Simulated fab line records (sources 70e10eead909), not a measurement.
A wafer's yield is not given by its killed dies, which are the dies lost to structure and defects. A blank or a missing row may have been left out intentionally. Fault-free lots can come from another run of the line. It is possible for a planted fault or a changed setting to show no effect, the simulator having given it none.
Code-filled problem report in 8D (eight disciplines) form	flow nand harc	the parts of the form that need people (team, actions taken, sign-off) are left out

1. PROBLEM STATEMENT
rf fwd power W at NHARC_A_BONDPAD_DEP_00 reads a mean of 268.6 W on 6 wafers of 2 lots; wafers without a fault read 448.6 W with a standard deviation of 1.3. That is -99 or more standard deviations from the usual mean.
The step: deposits SiCN, target thk 250 nm.
Seen first at day 20 14:41 on pecvd-04, wafer L319.3. The record holds 33 wafers of 11 lots with a number at this step. Rule for "out" (also "out of limits"): further than 4 standard deviations from the usual mean. All remaining wafers that have a number are taken as sound.

2. WHAT THIS IS AND IS NOT
question	is	is not
which readings at this step	rf fwd power W, showerhead vpp V	heater power w
which lots	L319, L325	L308, L309, L310, L311, L315, L318, L328, L330, L331
which wafers of those lots	all that have a number	-
read on which tools	pecvd-04	pecvd-02, pecvd-03
when	from day 20 14:41	up to then (18 sound wafers); but 9 sound wafers of L328, L330, L331 came after

3. SUSPECTS, AND WHAT RULES EACH OUT
Counting: any tool at a process step up to the reading is kept as a suspect provided that every lot that is out went through it and no sound lot did after the first of them.
- rie diel-02 at NHARC_A_M0_ETCH_34 (etches the open film in N2/H2, target depth 40 nm, overetch 12 nm, time 43.94 s): kept. Every lot that is out went through it, starting with L319 (day 20 07:14), and after that it ran no sound lot; the last sound lot it ran before then is L310 (day 17 22:04).
- pvd sputter-01 at NHARC_A_M0_PVD_20 (deposits TaN, target thk 5 nm, time 8.06 s): ruled out as a lasting fault. Sound lots L330 ran on it after its first lot that is out, L319 (day 20 14:41). With no start given for some of its lots, NHARC_A_M0_PVD_20 uses the hours and lot order of NHARC_A_BONDPAD_DEP_00.
- pecvd-04 at NHARC_A_BONDPAD_DEP_00 (deposits SiCN, target thk 250 nm): kept. Every lot that is out went through it, starting with L319 (day 20 14:41), and after that it ran no sound lot; the last sound lot it ran before then is L318 (day 20 14:07). Its own rf fwd power W, showerhead vpp V readings are out on those wafers.
Left after counting: rie diel-02 at NHARC_A_M0_ETCH_34, pecvd-04 at NHARC_A_BONDPAD_DEP_00.

4. THE CAUSE (what the simulator had put in)
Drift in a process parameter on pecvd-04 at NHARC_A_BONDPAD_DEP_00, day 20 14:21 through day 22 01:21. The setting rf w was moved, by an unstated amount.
This tool is one of the 2 suspects left after counting.

5. THE CHAIN OF EFFECTS, in route order
One row per reading whose mean, taken over the struck wafers that have a number, lies over 3 standard deviations from the usual. Readings are gone through only where the record gives a usual standard deviation; hours: the median, over the lots, of the time from a lot's start at the first step in this table giving one to that lot's start at this step; sigmas: the change measured in usual standard deviations.
hours	step	reading	usual	on struck wafers	change	sigmas
0	NHARC_A_BONDPAD_DEP_00	rf fwd power W	448.6 W	268.6	-180.0	-99 or more
0	NHARC_A_BONDPAD_DEP_00	showerhead vpp V	1335 V	1028	-307	-4.9
It contains these process steps:
- NHARC_A_BONDPAD_DEP_00: deposits SiCN, target thk 250 nm.
At these later measuring or inspecting steps, every struck wafer for which the step has a row has a number for every such reading, and none has moved that far: NHARC_END_SORT_01.

6. HOW IT WOULD HAVE BEEN CAUGHT EARLIER
In this record the first reading out of limits was taken at day 20 14:41, 0 hours after the fault began at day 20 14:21.
